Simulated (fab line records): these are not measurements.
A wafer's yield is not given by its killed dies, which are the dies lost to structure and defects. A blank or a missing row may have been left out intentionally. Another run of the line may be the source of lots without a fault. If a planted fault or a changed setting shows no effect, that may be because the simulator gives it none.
2 desks looking at one fault :: flow n5Finfet :: what lay behind the numbers comes last; until then each desk has only its own

## AT THE METROLOGY DESK
Means of the sampled wafers that have a number, per lot and without regard to the tool the lot ran on: this is what the gauges read. If a lot's mean is further than 4 standard deviations from the usual mean, the lot is out of limits and carries the mark OUT (the distance appears in the brackets). Only the readings that lie furthest out on some lot appear, 7 of the 10 it has.
Columns: A = DIBL_N at N5_BEOL_M4_RC_MEAS_101, usual 37.1 mV/V; B = DIBL_P at N5_BEOL_M4_RC_MEAS_101, usual 38 mV/V; C = IOFF_N at N5_BEOL_M4_RC_MEAS_101, usual 0.18 nA/um; D = IOFF_P at N5_BEOL_M4_RC_MEAS_101, usual 0.25 nA/um; E = SS_P at N5_BEOL_M4_RC_MEAS_101, usual 73.7 mV/dec; F = VT_N at N5_BEOL_M4_RC_MEAS_101, usual 249 mV; G = VT_P at N5_BEOL_M4_RC_MEAS_101, usual -248 mV
lot: L681
first seen here: day 11 17:44
A: 36.8
B: 38
C: 0.18
D: 0.27
E: 74.1
F: 244
G: -244

lot: L687
first seen here: day 12 19:27
A: 38.8
B: 40
C: 0.19
D: 0.26
E: 74.1
F: 249
G: -247

lot: L686
first seen here: day 12 21:09
A: 40.7
B: 40
C: 0.25
D: 0.32
E: 74.3
F: 244
G: -244

lot: L691
first seen here: day 14 11:16
A: 34.7
B: 33
C: 0.13
D: 0.18
E: 73.0
F: 255
G: -253

lot: L694
first seen here: day 15 06:35
A: 39.1
B: 40
C: 0.22
D: 0.33
E: 73.6
F: 245
G: -242

lot: L697
first seen here: day 15 12:39
A: 35.7
B: 38
C: 0.16
D: 0.21
E: 73.5
F: 250
G: -252

lot: L698
first seen here: day 15 15:13
A: 35.4
B: 36
C: 0.14
D: 0.20
E: 73.4
F: 254
G: -252

lot: L696
first seen here: day 15 15:47
A: 33.7
B: 35
C: 0.13
D: 0.20
E: 72.3
F: 251
G: -251
Finding of this desk: none of the 8 lots has anything out of limits.

## FOR THE TOOL OWNER'S DESK: rieDiel-04
The tool's own readings at N5_BEOL_M4_ETCH_69 (etches SiARC in CF4, target depth 15.6 nm, time 26 s): means of the sampled wafers that have a number, for each lot that ran on this tool. If a lot's mean is further than 4 standard deviations from the usual mean, the lot is out of limits and carries the mark OUT (the distance appears in the brackets).
Columns: A = cf4FlowSccm at N5_BEOL_M4_ETCH_69, usual 100.00 sccm; B = drypumpMotorCurrentA at N5_BEOL_M4_ETCH_69, usual 5.7 A; C = etchRfOnTimeS at N5_BEOL_M4_ETCH_69, usual 26.3 s; D = oesProductAu at N5_BEOL_M4_ETCH_69, usual 0.67 a.u.; E = rfVppV at N5_BEOL_M4_ETCH_69, usual 184.1 V; F = showerheadPlenumPTorr at N5_BEOL_M4_ETCH_69, usual 2.14 Torr; G = throttleValvePct at N5_BEOL_M4_ETCH_69, usual 15.44 %
lot: L681
first seen here: day 10 03:01
A: 99.74
B: 5.4
C: 27.1
D: 0.61
E: 184.4
F: 2.16
G: 15.32

lot: L687
first seen here: day 11 06:28
A: 99.94
B: 5.7
C: 26.6
D: 0.59
E: 183.9
F: 2.15
G: 15.49

lot: L691
first seen here: day 12 20:52
A: 99.92
B: 5.4
C: 30.2 (+5.2) OUT
D: 0.69
E: 183.9
F: 2.12
G: 15.23

lot: L694
first seen here: day 13 16:55
A: 99.72
B: 5.6
C: 28.7
D: 0.67
E: 183.7
F: 2.13
G: 15.38
This desk finds L691 out of limits, L691 being first, at day 12 20:52 (etchRfOnTimeS at N5_BEOL_M4_ETCH_69). L681, L687, L694: within limits.

## BROUGHT TOGETHER
On L691, at day 12 20:52, an alarm was possible from the tool owner's desk.
The metrology desk saw nothing out of limits.
The metrology desk holds a record of L691, inside its limits.
Of the lots named, all ran N5_BEOL_M4_ETCH_69 on rieDiel-04.

## WHAT THE SIMULATOR HAD INSERTED
rieDiel-04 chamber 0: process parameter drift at N5_BEOL_M4_ETCH_69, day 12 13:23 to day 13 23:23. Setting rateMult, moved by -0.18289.
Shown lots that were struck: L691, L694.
How many hours passed from the start of the fault until each desk's first out-of-limits reading: the tool owner's desk, 7.
